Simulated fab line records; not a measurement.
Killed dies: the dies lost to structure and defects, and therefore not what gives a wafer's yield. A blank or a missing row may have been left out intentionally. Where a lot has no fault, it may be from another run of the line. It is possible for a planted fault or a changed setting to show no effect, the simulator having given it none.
fab line records | flow nand_harc
record: lots: 12 | wafers: 34 | last_day: 33
route steps=1302 shown A_SLIT@942 A_WL_FILL@952 END@1302
lots that met no fault: from a run of the same line without faults
start_h: the number of hours between the record's first day and the start of the first shown wafer of the lot | wait_h: how many hours have passed since the lot's step before this one | " unchanged from the row above | L1.1+2: a row that stands for several wafers | - either no value or no given start | * or withheld: withheld | < > ~ a bound
route shown NAME@n: a module of which the file shows steps, and the number in the route of the first | usual: mean/standard deviation taken from wafers without a fault | same: alike in all rows | chamber/n: place in a boat | sites: per-site readings | _std_site: their standard deviation | _edge_site: mean of outer sites minus mean of inner sites | radius_mm: how far each site lies from the wafer's centre | mask NAME#n: copy n | behind: the last tool/chamber to shape the wafer | hold: why the lot went on hold/how many hours it stayed there/how the hold came to an end | device: whichever transistor did not switch (one of n, p or np) | end of line: the route-end tests of the same wafers | a step given without rows: its recipe and nothing more | killed: dies lost to structure and defects at the first sort, not the wafer's yield | map: a wafer's dies, x killed, . not, _ none there
set.NAME: the setting as run; set.NAME@STEP: as run at that earlier step | model.NAME: the simulator's own value behind a step, which no gauge read
steps of the route over a sample of lots; a table a step, a row a wafer
services: the hour from which a tool's chamber was out of use, counted from the record's first day as start_h (under 0 if before that day), plus the number of hours and why
== steps ==
step: NHARC_A_SLIT_ETCH_29
recipe: target_depth_a: 1000 | overetch_a: 100 | time_s: 55 | ion_energy_ev: 100 | cf4_flow_sccm: 80 | o2_flow_sccm: 20 | ar_flow_sccm: 0 | rf_w: 300 | bias_w: 100 | chemistry: CF4/O2
usual: chamber_pressure_mTorr: 30.004/0.028 | drypump_motor_current_A: 5.89/0.3 | oes_f_703_au: 1.001/0.0042 | oes_product_au: 0.997/0.0086 | rf_vpp_V: 197.6/1.6 | showerhead_plenum_p_Torr: 1.33/0.064 | throttle_valve_pct: 13.397/0.0092
lot.wafer | tool        | chamber | start_h | wait_h | chamber_pressure_mTorr | drypump_motor_current_A | oes_f_703_au | oes_product_au | rf_hours_counter_h | rf_vpp_V | showerhead_plenum_p_Torr | throttle_valve_pct
L940.1    | rie_diel-12 | 1       | 470.36  | 0.1    | 30.022                 | 6.19                    | 1.003        | 0.987          | 2                  | 196.8    | 1.26                     | 13.401
L940.2    | "           | 3       | "       | "      | 29.973                 | 5.82                    | 1.005        | 0.995          | 2                  | 195.5    | 1.24                     | 13.391
L940.5    | "           | 2       | "       | "      | 30.020                 | 5.58                    | 0.998        | 1.007          | -                  | 199.2    | 1.34                     | 13.375
L946.5    | rie_diel-12 | 3       | 524.98  | 0.1    | 30.001                 | 5.80                    | 1.000        | 1.010          | -                  | 195.2    | 1.24                     | 13.392
L946.6    | "           | 0       | "       | "      | 29.965                 | 5.95                    | 0.999        | 1.008          | -                  | 194.4    | 1.26                     | 13.393
L948.5    | rie_diel-12 | 1       | 525.53  | 0.1    | 29.984                 | 6.20                    | 1.001        | 0.993          | -                  | 196.3    | 1.26                     | 13.396
L948.6    | "           | 2       | "       | "      | 30.020                 | 5.59                    | 0.999        | 0.996          | -                  | 198.2    | 1.34                     | 13.382
L952.1    | rie_diel-10 | 2       | 583.54  | 0.1    | 30.027                 | 6.01                    | 1.003        | 1.001          | 9                  | 199.9    | 1.39                     | 13.395
L952.4    | "           | 0       | "       | "      | 29.971                 | 6.18                    | 1.002        | 0.989          | 10                 | 197.4    | 1.35                     | 13.405
L952.5    | "           | 3       | "       | "      | 29.972                 | 6.10                    | 1.007        | 1.004          | -                  | 198.6    | 1.35                     | 13.394
L954.1    | rie_diel-12 | 2       | 599.87  | 0.1    | 30.044                 | 5.61                    | 0.994        | 0.993          | 10                 | 197.5    | 1.34                     | 13.409
L954.4    | "           | 3       | "       | "      | 30.008                 | 5.75                    | 1.013        | 0.998          | 10                 | 197.2    | 1.24                     | 13.399
L954.5    | "           | 1       | "       | "      | 30.058                 | 6.21                    | 1.005        | 1.006          | -                  | 195.5    | 1.26                     | 13.407
L953.2    | rie_diel-04 | 3       | 604.71  | 0.1    | 30.014                 | 6.49                    | 0.995        | 0.989          | 5                  | 199.5    | 1.43                     | 13.403
L953.3    | "           | 0       | "       | "      | 29.992                 | 5.45                    | 1.001        | 0.988          | 5                  | 198.6    | 1.37                     | 13.392
L953.1    | "           | 1       | "       | "      | 30.044                 | 5.41                    | 1.009        | 1.002          | 5                  | 200.4    | 1.43                     | 13.390
L956.1    | rie_diel-12 | 3       | 605.00  | 0.1    | 30.005                 | 5.76                    | 1.002        | 0.992          | 10                 | 194.0    | 1.24                     | 13.409
L956.2    | "           | 0       | "       | "      | 29.989                 | 5.95                    | 1.009        | 1.003          | 11                 | 197.0    | 1.26                     | 13.407
L956.3    | "           | 1       | "       | "      | 30.046                 | 6.22                    | 1.008        | 1.004          | 11                 | 195.6    | 1.26                     | 13.384
L955.3    | rie_diel-12 | 2       | 608.54  | 0.1    | 30.034                 | 5.60                    | 1.005        | 0.999          | 10                 | 200.0    | 1.34                     | 13.401
L955.6    | "           | 1       | "       | "      | 29.964                 | 6.20                    | 0.994        | 0.986          | -                  | 195.3    | 1.26                     | 13.406
L955.5    | "           | 2       | "       | "      | 30.026                 | 5.60                    | 1.003        | 0.993          | -                  | 197.7    | 1.34                     | 13.385
L958.2    | rie_diel-10 | 2       | 625.88  | 0.1    | 30.016                 | 5.98                    | 0.999        | 1.002          | 1                  | 199.1    | 1.39                     | 13.408
L958.1    | "           | 3       | "       | "      | 30.038                 | 6.11                    | 0.998        | 1.005          | 1                  | 197.6    | 1.35                     | 13.386
L958.5    | "           | 2       | "       | "      | 30.001                 | 6.00                    | 1.008        | 1.011          | -                  | 200.5    | 1.39                     | 13.398
L961.3    | rie_diel-04 | 2       | 654.21  | 0.1    | 29.993                 | 5.67                    | 1.002        | 0.990          | 8                  | 198.9    | 1.37                     | 13.381
L961.1    | "           | 3       | "       | "      | 30.007                 | 6.51                    | 1.006        | 0.974          | 7                  | 198.3    | 1.43                     | 13.386
L961.4    | "           | 0       | "       | "      | 30.001                 | 5.43                    | 1.000        | 1.004          | 8                  | 197.5    | 1.37                     | 13.394
L960.1    | rie_diel-12 | 2       | 657.98  | 0.1    | 30.045                 | 5.61                    | 0.992        | 0.994          | 2                  | 197.0    | 1.34                     | 13.396
L960.4    | "           | 3       | "       | "      | 29.999                 | 5.78                    | 1.006        | 0.999          | 2                  | 194.4    | 1.24                     | 13.394
L960.3    | "           | 0       | "       | "      | 29.962                 | 5.96                    | 0.998        | 1.003          | 2                  | 195.4    | 1.26                     | 13.404
L963.1    | rie_diel-04 | 3       | 687.40  | 0.1    | 30.000                 | 6.47                    | 0.992        | 0.979          | 9                  | 199.7    | 1.43                     | 13.397
L963.2    | "           | 1       | "       | "      | 30.012                 | 5.40                    | 1.005        | 1.007          | 10                 | 198.9    | 1.43                     | 13.384
L963.5    | "           | 3       | "       | "      | 29.977                 | 6.47                    | 1.000        | 0.985          | -                  | 200.3    | 1.43                     | 13.405
step: NHARC_A_SLIT_STRIP_18
recipe: o2_flow_sccm: 500 | ar_flow_sccm: 0 | bias_w: 0 | chemistry: O2
usual: chamber_pressure_mTorr: 59.99/0.047 | drypump_motor_current_A: 5.91/0.29 | oes_product_au: 0.996/0.0089 | rf_vpp_V: 57.8/0.88 | showerhead_plenum_p_Torr: 3.51/0.16 | throttle_valve_pct: 17.036/0.0091
lot.wafer | tool        | chamber | start_h | wait_h | chamber_pressure_mTorr | drypump_motor_current_A | oes_product_au | rf_hours_counter_h | rf_vpp_V | showerhead_plenum_p_Torr | throttle_valve_pct
L940.2    | rie_diel-12 | 0       | -       | -      | 60.06                  | 6.02                    | 1.012          | 2                  | 57.3     | 3.34                     | 17.038
L940.1    | "           | 3       | "       | "      | 60.01                  | 5.80                    | 0.997          | 2                  | 56.0     | 3.29                     | 17.028
L940.5    | "           | 1       | "       | "      | 59.99                  | 6.20                    | 0.988          | -                  | 56.3     | 3.35                     | 17.041
L946.5    | rie_diel-12 | 2       | -       | -      | 60.03                  | 5.63                    | 1.007          | -                  | 58.7     | 3.55                     | 17.056
L946.6    | "           | 3       | "       | "      | 60.02                  | 5.78                    | 1.004          | -                  | 57.4     | 3.29                     | 17.038
L948.5    | rie_diel-12 | 2       | -       | -      | 59.89                  | 5.66                    | 1.001          | -                  | 57.5     | 3.54                     | 17.040
L948.6    | "           | 3       | "       | "      | 60.03                  | 5.78                    | 0.991          | -                  | 55.6     | 3.29                     | 17.027
L952.1    | rie_diel-10 | 3       | -       | -      | 59.99                  | 6.11                    | 1.007          | 10                 | 57.2     | 3.56                     | 17.041
L952.4    | "           | 0       | "       | "      | 60.03                  | 6.19                    | 0.989          | 11                 | 57.3     | 3.56                     | 17.030
L952.5    | "           | 3       | "       | "      | 60.02                  | 6.10                    | 1.008          | -                  | 58.5     | 3.56                     | 17.018
L954.1    | rie_diel-12 | 2       | -       | -      | 59.97                  | 5.63                    | 1.004          | 10                 | 57.4     | 3.54                     | 17.031
L954.4    | "           | 3       | "       | "      | 60.01                  | 5.78                    | 1.005          | 10                 | 57.3     | 3.29                     | 17.023
L954.5    | "           | 1       | "       | "      | 59.96                  | 6.22                    | 0.996          | -                  | 58.5     | 3.35                     | 17.041
L953.3    | rie_diel-04 | 0       | -       | -      | 60.00                  | 5.45                    | 0.991          | 5                  | 57.0     | 3.62                     | 17.037
L953.1    | "           | 1       | "       | "      | 60.01                  | 5.41                    | 0.998          | 5                  | 58.3     | 3.76                     | 17.023
L953.2    | "           | 2       | "       | "      | 60.00                  | 5.67                    | 0.983          | 5                  | 57.3     | 3.62                     | 17.041
L956.2    | rie_diel-12 | 1       | -       | -      | 60.04                  | 6.23                    | 1.004          | 11                 | 58.5     | 3.35                     | 17.042
L956.3    | "           | 3       | "       | "      | 59.93                  | 5.78                    | 0.996          | 10                 | 57.3     | 3.29                     | 17.036
L956.1    | "           | 0       | "       | "      | 59.92                  | 6.00                    | 1.009          | 11                 | 58.8     | 3.34                     | 17.029
L955.3    | rie_diel-12 | 3       | -       | -      | 60.04                  | 5.78                    | 1.011          | 10                 | 57.8     | 3.29                     | 17.037
L955.6    | "           | 3       | "       | "      | 60.05                  | 5.78                    | 1.003          | -                  | 58.3     | 3.29                     | 17.038
L955.5    | "           | 2       | "       | "      | 60.05                  | 5.60                    | 0.991          | -                  | 57.4     | 3.54                     | 17.031
L958.1    | rie_diel-10 | 3       | -       | -      | 60.04                  | 6.10                    | 1.001          | 1                  | 56.8     | 3.56                     | 17.040
L958.2    | "           | 1       | "       | "      | 60.04                  | 6.09                    | 0.992          | 1                  | 57.5     | 3.32                     | 17.056
L958.5    | "           | 2       | "       | "      | 60.00                  | 6.02                    | 0.995          | -                  | 58.8     | 3.67                     | 17.027
L961.4    | rie_diel-04 | 1       | -       | -      | 59.95                  | 5.41                    | 0.994          | 8                  | 58.9     | 3.76                     | 17.045
L961.3    | "           | 2       | "       | "      | 59.93                  | 5.71                    | 0.997          | 8                  | 56.9     | 3.62                     | 17.054
L961.1    | "           | 0       | "       | "      | 60.02                  | 5.44                    | 0.998          | 8                  | 56.9     | 3.61                     | 17.040
L960.4    | rie_diel-12 | 2       | -       | -      | 60.06                  | 5.61                    | 0.986          | 2                  | 57.0     | 3.54                     | 17.034
L960.3    | "           | 3       | "       | "      | 60.06                  | 5.80                    | 1.000          | 2                  | 57.8     | 3.29                     | 17.036
L960.1    | "           | 0       | "       | "      | 59.99                  | 6.00                    | 0.995          | 2                  | 56.1     | 3.34                     | 17.024
L963.1    | rie_diel-04 | 3       | -       | -      | 59.97                  | 6.49                    | 0.978          | 9                  | 58.0     | 3.76                     | 17.024
L963.2    | "           | 1       | "       | "      | 60.09                  | 5.43                    | 0.998          | 10                 | 59.2     | 3.76                     | 17.051
L963.5    | "           | 1       | "       | "      | 60.02                  | 5.42                    | 1.000          | -                  | 58.5     | 3.76                     | 17.026
step: NHARC_A_SLIT_CD_MEAS_21
usual: cd_nm: 289.4/1
lot.wafer | tool      | chamber | start_h | wait_h | cd_nm
L940.1    | cd_sem-02 | -       | 470.93  | 0.1    | 290.6
L940.2    | "         | -       | "       | "      | 289.7
L940.5    | "         | -       | "       | "      | 291.1
L946.5    | cd_sem-02 | -       | 525.50  | -      | 287.4
L946.6    | "         | -       | "       | "      | 288.3
L948.5    | cd_sem-01 | -       | 526.05  | -      | 290.0
L948.6    | "         | -       | "       | "      | 289.1
L952.1    | cd_sem-02 | -       | 584.07  | -      | 290.1
L952.4    | "         | -       | "       | "      | 289.9
L952.5    | "         | -       | "       | "      | 290.2
L954.1    | cd_sem-02 | -       | 600.39  | -      | 289.1
L954.4    | "         | -       | "       | "      | 287.2
L954.5    | "         | -       | "       | "      | 289.2
L953.1    | cd_sem-01 | -       | 605.23  | -      | 289.9
L953.2    | "         | -       | "       | "      | 289.5
L953.3    | "         | -       | "       | "      | 291.5
L956.1    | cd_sem-03 | -       | 605.52  | -      | 289.2
L956.2    | "         | -       | "       | "      | 290.5
L956.3    | "         | -       | "       | "      | 289.7
L955.3    | cd_sem-03 | -       | 609.13  | -      | 290.1
L955.5    | "         | -       | "       | "      | 290.1
L955.6    | "         | -       | "       | "      | 289.4
L958.1    | cd_sem-03 | -       | 626.41  | -      | 291.0
L958.2    | "         | -       | "       | "      | 290.3
L958.5    | "         | -       | "       | "      | 289.4
L961.1    | cd_sem-01 | -       | 654.74  | -      | 290.3
L961.3    | "         | -       | "       | "      | 289.8
L961.4    | "         | -       | "       | "      | 289.6
L960.1    | cd_sem-01 | -       | 658.51  | -      | 291.0
L960.3    | "         | -       | "       | "      | 290.4
L960.4    | "         | -       | "       | "      | 289.4
L963.1    | cd_sem-02 | -       | 688.49  | -      | 288.2
L963.2    | "         | -       | "       | "      | 288.7
L963.5    | "         | -       | "       | "      | 287.5
step: NHARC_A_WL_FILL_ALD_00
recipe: target_thk_a: 30 | pulse_time_s: 3 | ald_cycles: 30 | temp_c: 300 | material: Al2O3
usual: ald_cycles: 30/0 | heater_power_w: 471/52 | precursor_pulse_height_rel: 1.000/0.021
same: pulse_time_s: 3
lot.wafer | tool      | chamber | start_h | wait_h | ald_cycles | heater_power_w | precursor_pulse_height_rel
L940.1    | ald_hk-02 | 3       | 477.67  | 0.1    | 30         | 450            | 0.972
L940.2    | "         | 1       | "       | "      | 30         | 488            | 1.023
L940.5    | "         | 2       | "       | "      | 30         | 471            | 0.969
L948.5    | ald_hk-01 | 1       | 532.38  | 0.3    | 41         | 431            | 0.984
L948.6    | "         | 2       | "       | "      | 30         | 542            | 0.998
L946.6    | ald_hk-01 | 3       | 532.71  | 0.6    | 30         | 441            | 0.981
L946.5    | "         | 0       | "       | "      | 41         | 423            | 0.979
L952.4    | ald_hk-02 | 3       | 591.91  | 1.3    | 30         | 496            | 1.006
L952.1    | "         | 1       | "       | "      | 30         | 510            | 1.010
L952.5    | "         | 3       | "       | "      | 30         | 480            | 0.999
L954.1    | ald_hk-04 | 0       | 607.16  | 0.1    | 30         | 559            | 0.995
L954.4    | "         | 2       | "       | "      | 30         | 557            | 1.004
L954.5    | "         | 3       | "       | "      | 30         | 426            | 0.990
L956.1    | ald_hk-02 | 1       | 611.93  | 0.1    | 30         | 509            | 0.971
L956.2    | "         | 3       | "       | "      | 30         | 481            | 0.964
L956.3    | "         | 0       | "       | "      | 30         | 420            | 1.008
L953.1    | ald_hk-01 | 0       | 611.94  | 0.1    | 30         | 428            | 1.032
L953.2    | "         | 1       | "       | "      | 30         | 442            | 0.981
L953.3    | "         | 3       | "       | "      | 30         | 457            | 1.010
L955.3    | ald_hk-02 | 3       | 616.59  | 0.1    | 30         | 493            | 1.020
L955.6    | "         | 3       | "       | "      | 30         | 494            | 1.018
L955.5    | "         | 0       | "       | "      | 30         | 415            | 1.024
L958.1    | ald_hk-04 | 3       | 633.02  | 0.1    | 30         | 410            | 1.011
L958.2    | "         | 1       | "       | "      | 30         | 397            | 1.026
L958.5    | "         | 0       | "       | "      | 30         | 562            | 0.991
L961.4    | ald_hk-04 | 2       | 661.41  | 0.1    | 30         | 522            | 1.014
L961.1    | "         | 3       | "       | "      | 30         | 425            | 0.992
L961.3    | "         | 1       | "       | "      | 30         | 390            | 1.004
L960.1    | ald_hk-01 | 1       | 665.26  | 0.1    | 30         | 439            | 1.009
L960.3    | "         | 2       | "       | "      | 30         | 537            | 1.024
L960.4    | "         | 0       | "       | "      | 30         | 425            | 0.993
L963.1    | ald_hk-01 | 0       | 695.21  | 0.1    | 30         | 424            | 0.996
L963.2    | "         | 1       | "       | "      | 30         | 434            | 0.964
L963.5    | "         | 1       | "       | "      | 30         | 438            | 0.964
step: NHARC_END_SORT_01
recipe: temp_c: 25
usual: killed_at_array: 55/17 | killed_at_other: 1.1/1.6 | killed_at_periphery: 3.8/2.5 | killed_dies: 60/18 | killed_open: 3.3/1.9 | killed_short: 2.5/1.7
same: gross_dies: 677
lot.wafer | tool      | chamber | start_h | wait_h | killed_at_array | killed_at_other | killed_at_periphery | killed_dies | killed_open | killed_short
L948.5    | prober-01 | 0       | 627.64  | 3.7    | 36              | 0               | 2                   | 38          | 3           | 1
L948.6    | prober-01 | 0       | 628.43  | 4.0    | 39              | 0               | 3                   | 42          | 0           | 4
L954.1    | prober-01 | 0       | 703.56  | 2.5    | 57              | 1               | 5                   | 63          | 4           | 5
L954.4    | prober-01 | 0       | 705.92  | 3.4    | 54              | 1               | 4                   | 59          | 6           | 0
L954.5    | prober-01 | 0       | 706.70  | 3.6    | 48              | 1               | 2                   | 51          | 0           | 3
L953.1    | prober-02 | 0       | 715.54  | 2.5    | 68              | 1               | 3                   | 72          | 1           | 3
L953.2    | prober-02 | 0       | 716.34  | 2.8    | 65              | 0               | 6                   | 71          | 1           | 5
L953.3    | prober-02 | 0       | 717.14  | 3.1    | 58              | 0               | 4                   | 62          | 0           | 2
killed by level:class
L948.5 A_CHANNEL_HOLE_D2:chamber_film_flake=9 A_CONTACT:chamber_film_flake=7 A_CHANNEL_HOLE_D1:chamber_film_flake=6 A_M1:chamber_film_flake=4 A_STAIRCASE:chamber_film_flake=2 A_SLIT:chamber_film_flake=2 P_M0:geometric_particle:open=1 P_M1:geometric_particle:open=1
L948.6 A_CHANNEL_HOLE_D2:chamber_film_flake=8 A_CONTACT:chamber_film_flake=8 A_CHANNEL_HOLE_D1:chamber_film_flake=7 A_M1:chamber_film_flake=5 A_BLC:chamber_film_flake=3 A_STAIRCASE:chamber_film_flake=2 A_SLIT:chamber_film_flake=2 P_CONTACT:geometric_particle:short=1
L954.1 A_SLIT:chamber_film_flake=28 A_CHANNEL_FILL_D2:chamber_film_flake=5 A_CONTACT:chamber_film_flake=4 A_CHANNEL_HOLE_D1:chamber_film_flake=4 A_CHANNEL_FILL_D2:geometric_particle:open=2 A_CHANNEL_FILL_D2:geometric_particle:short=2 P_M2:chamber_film_flake=2 A_ZERO_WELL:chamber_film_flake=2
L954.4 A_SLIT:chamber_film_flake=35 A_CONTACT:chamber_film_flake=5 A_CHANNEL_HOLE_D1:chamber_film_flake=4 A_STAIRCASE:chamber_film_flake=3 P_M0:geometric_particle:open=2 A_WL_FILL:chamber_film_flake=2 P_CONTACT:geometric_particle:open=1 A_SOURCE_PLATE:geometric_particle:open=1
L954.5 A_SLIT:chamber_film_flake=30 A_CHANNEL_HOLE_D1:chamber_film_flake=5 A_CHANNEL_FILL_D2:chamber_film_flake=3 P_M2:chamber_film_flake=2 A_DECK1_JOINT:chamber_film_flake=2 A_DECK1_JOINT:geometric_particle:short=1 A_CHANNEL_FILL_D2:geometric_particle:short=1 A_WL_FILL:geometric_particle:short=1
L953.1 A_CHANNEL_HOLE_D1:chamber_film_flake=31 A_CHANNEL_HOLE_D2:chamber_film_flake=19 A_CONTACT:chamber_film_flake=6 A_STAIRCASE:chamber_film_flake=4 P_STI:chamber_film_flake=3 A_SLIT:chamber_film_flake=3 A_CHANNEL_FILL_D1:geometric_particle:open=1 A_CHANNEL_FILL_D1:geometric_particle:short=1
L953.2 A_CHANNEL_HOLE_D1:chamber_film_flake=32 A_CHANNEL_HOLE_D2:chamber_film_flake=12 A_CONTACT:chamber_film_flake=8 A_SLIT:chamber_film_flake=5 P_STI:chamber_film_flake=3 A_DECK1_JOINT:chamber_film_flake=3 P_M0:geometric_particle:open=1 A_DECK1_JOINT:geometric_particle:short=1
L953.3 A_CHANNEL_HOLE_D1:chamber_film_flake=25 A_CHANNEL_HOLE_D2:chamber_film_flake=23 A_STAIRCASE:chamber_film_flake=4 P_M2:chamber_film_flake=2 A_CONTACT:chamber_film_flake=2 P_M0:geometric_particle:short=1 A_CHANNEL_FILL_D1:geometric_particle:short=1 P_GATE:chamber_film_flake=1
== services ==
tool        | chamber | start_h | hours | kind
rie_diel-10 | 1       | 454.23  | 1.6   | repair
rie_diel-12 | 0       | 454.40  | -     | clean
rie_diel-12 | 1       | 454.40  | -     | clean
rie_diel-12 | 2       | 454.40  | -     | clean
rie_diel-12 | 3       | 454.40  | -     | clean
ald_hk-01   | -       | 474.00  | 10.0  | pm
rie_diel-12 | 0       | 478.90  | -     | clean
rie_diel-12 | 1       | 478.90  | -     | clean
rie_diel-12 | 2       | 478.90  | -     | clean
rie_diel-12 | -       | 512.49  | 0.4   | repair
rie_diel-10 | 2       | 523.57  | 7.0   | repair
ald_hk-02   | -       | 531.80  | 10.0  | pm
rie_diel-04 | -       | 531.99  | 9.0   | pm
rie_diel-12 | 2       | 549.42  | 5.1   | repair
rie_diel-04 | 1       | 561.06  | 3.0   | repair
rie_diel-10 | -       | 581.45  | 0.2   | repair
rie_diel-04 | -       | 583.21  | 1.2   | repair
rie_diel-10 | -       | 596.50  | 9.0   | pm
rie_diel-12 | 0       | 605.56  | 8.4   | repair
ald_hk-04   | -       | 615.66  | 10.0  | pm
rie_diel-12 | -       | 622.40  | 9.0   | pm
ald_hk-01   | -       | 652.00  | 10.0  | pm
rie_diel-04 | 2       | 663.02  | 22.0  | repair
rie_diel-04 | 0       | 683.46  | 8.5   | repair
== key ==
first_sign: step: NHARC_A_WL_FILL_ALD_00 | reading: ald_cycles | direction: up | sigmas: 99+ | usual: 30 | struck: 41
effect none on later readings
met_at NHARC_A_WL_FILL_ALD_00
struck_lots L946,L948
struck_wafers L946.5,L948.5
tester_left_out L946,L948
not_acting_at NHARC_A_SLIT_ETCH_29,NHARC_A_SLIT_STRIP_18,NHARC_A_SLIT_CD_MEAS_21
fault: kind: process_parameter_drift | tool: ald_hk-01 | chamber: - | onset_h: 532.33 | steps: NHARC_A_WL_FILL_ALD_00 | channel: ald_cycles | offset: 11 | shape: step | end_h: 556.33 | scope: struck_wafers_only | acts_in: these_recipes_only | stated: 30
tester_left_out: of these lots the tester's yield and bins aren't shown, on N5 and GAA mostly nor the transistor test; their killed dies are dies lost to structure and defects alone, not to doping, threshold or leakage, so they don't give the yield
